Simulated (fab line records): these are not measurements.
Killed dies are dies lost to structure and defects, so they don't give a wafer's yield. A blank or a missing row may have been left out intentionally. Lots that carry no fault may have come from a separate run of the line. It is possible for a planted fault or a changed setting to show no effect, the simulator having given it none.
Chamber matching :: flow n5 finfet :: N5_BEOL_M5_STRIP_64 on rie diel-02: 4 sister chambers
The step strips in CF4. 14 wafers are shown with their chamber, then 7 later ones without.

WAFERS WITH THEIR CHAMBER
wafer: L075.2
chamber: 2
drypump motor current A (A): 6.3
showerhead plenum p Torr (Torr): 1.82
oes product au (a.u.): 0.86

wafer: L075.5
chamber: 0
drypump motor current A (A): 6.3
showerhead plenum p Torr (Torr): 1.78
oes product au (a.u.): 0.71

wafer: L075.6
chamber: 2
drypump motor current A (A): 6.3
showerhead plenum p Torr (Torr): 1.82
oes product au (a.u.): 0.85

wafer: L085.1
chamber: 1
drypump motor current A (A): 6.4
showerhead plenum p Torr (Torr): 1.78
oes product au (a.u.): 0.70

wafer: L085.3
chamber: 2
drypump motor current A (A): 6.3
showerhead plenum p Torr (Torr): 1.82
oes product au (a.u.): 0.83

wafer: L085.6
chamber: 0
drypump motor current A (A): 6.3
showerhead plenum p Torr (Torr): 1.78
oes product au (a.u.): 0.70

wafer: L093.3
chamber: 0
drypump motor current A (A): 6.3
showerhead plenum p Torr (Torr): 1.77
oes product au (a.u.): 0.69

wafer: L093.4
chamber: 3
drypump motor current A (A): 5.5
showerhead plenum p Torr (Torr): 1.90
oes product au (a.u.): 0.81

wafer: L093.6
chamber: 2
drypump motor current A (A): 6.3
showerhead plenum p Torr (Torr): 1.81
oes product au (a.u.): 0.80

wafer: L094.1
chamber: 3
drypump motor current A (A): 5.5
showerhead plenum p Torr (Torr): 1.90
oes product au (a.u.): 0.81

wafer: L094.4
chamber: 2
drypump motor current A (A): 6.4
showerhead plenum p Torr (Torr): 1.81
oes product au (a.u.): 0.80

wafer: L094.5
chamber: 1
drypump motor current A (A): 6.4
showerhead plenum p Torr (Torr): 1.78
oes product au (a.u.): 0.68

wafer: L096.1
chamber: 0
drypump motor current A (A): 6.3
showerhead plenum p Torr (Torr): 1.77
oes product au (a.u.): 0.68

wafer: L096.5
chamber: 0
drypump motor current A (A): 6.3
showerhead plenum p Torr (Torr): 1.77
oes product au (a.u.): 0.68

SIGNATURES (averages over the wafers above)
reading: drypump motor current A
chamber 0: 6.300
chamber 1: 6.400
chamber 2: 6.320
chamber 3: 5.500
scatter within a chamber: 0.0283

reading: showerhead plenum p Torr
chamber 0: 1.7740
chamber 1: 1.7800
chamber 2: 1.8160
chamber 3: 1.9000
scatter within a chamber: 0.0049

reading: oes product au
chamber 0: 0.6920
chamber 1: 0.6900
chamber 2: 0.8280
chamber 3: 0.8100
scatter within a chamber: 0.0199
Rule: for a wafer and a chamber, the distance is found by dividing, reading by reading, the gap between the wafer's reading and the chamber's mean by the reading's scatter, squaring, summing and taking the root. The wafer belongs to the nearest chamber; if the next one is less than 2 further off, it can't be placed. The scatter: take each reading less its chamber's mean, square it, sum over the shown wafers, divide by the number of wafers less the number of chambers, and take the root.

WAFERS WITH NO CHAMBER GIVEN
wafer: L096.6
drypump motor current A (A): 6.4
showerhead plenum p Torr (Torr): 1.77
oes product au (a.u.): 0.68

wafer: L091.3
drypump motor current A (A): 6.4
showerhead plenum p Torr (Torr): 1.77
oes product au (a.u.): 0.68

wafer: L091.5
drypump motor current A (A): 6.3
showerhead plenum p Torr (Torr): 1.81
oes product au (a.u.): 0.80

wafer: L091.6
drypump motor current A (A): 6.4
showerhead plenum p Torr (Torr): 1.77
oes product au (a.u.): 0.68

wafer: L095.3
drypump motor current A (A): 5.5
showerhead plenum p Torr (Torr): 1.90
oes product au (a.u.): 0.81

wafer: L095.5
drypump motor current A (A): 6.4
showerhead plenum p Torr (Torr): 1.77
oes product au (a.u.): 0.68

wafer: L095.6
drypump motor current A (A): 6.3
showerhead plenum p Torr (Torr): 1.77
oes product au (a.u.): 0.68

EACH ONE'S CHAMBER
wafer: L096.6
from the rows above: can't be placed: 1 or 0
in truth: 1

wafer: L091.3
from the rows above: can't be placed: 1 or 0
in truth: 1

wafer: L091.5
from the rows above: 2
in truth: 2

wafer: L091.6
from the rows above: can't be placed: 1 or 0
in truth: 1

wafer: L095.3
from the rows above: 3
in truth: 3

wafer: L095.5
from the rows above: can't be placed: 1 or 0
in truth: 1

wafer: L095.6
from the rows above: 0
in truth: 0
3 of 7 placed correctly. These rows do not allow placing 4 (true chamber among the candidates in 4). Placed wrongly: 0.
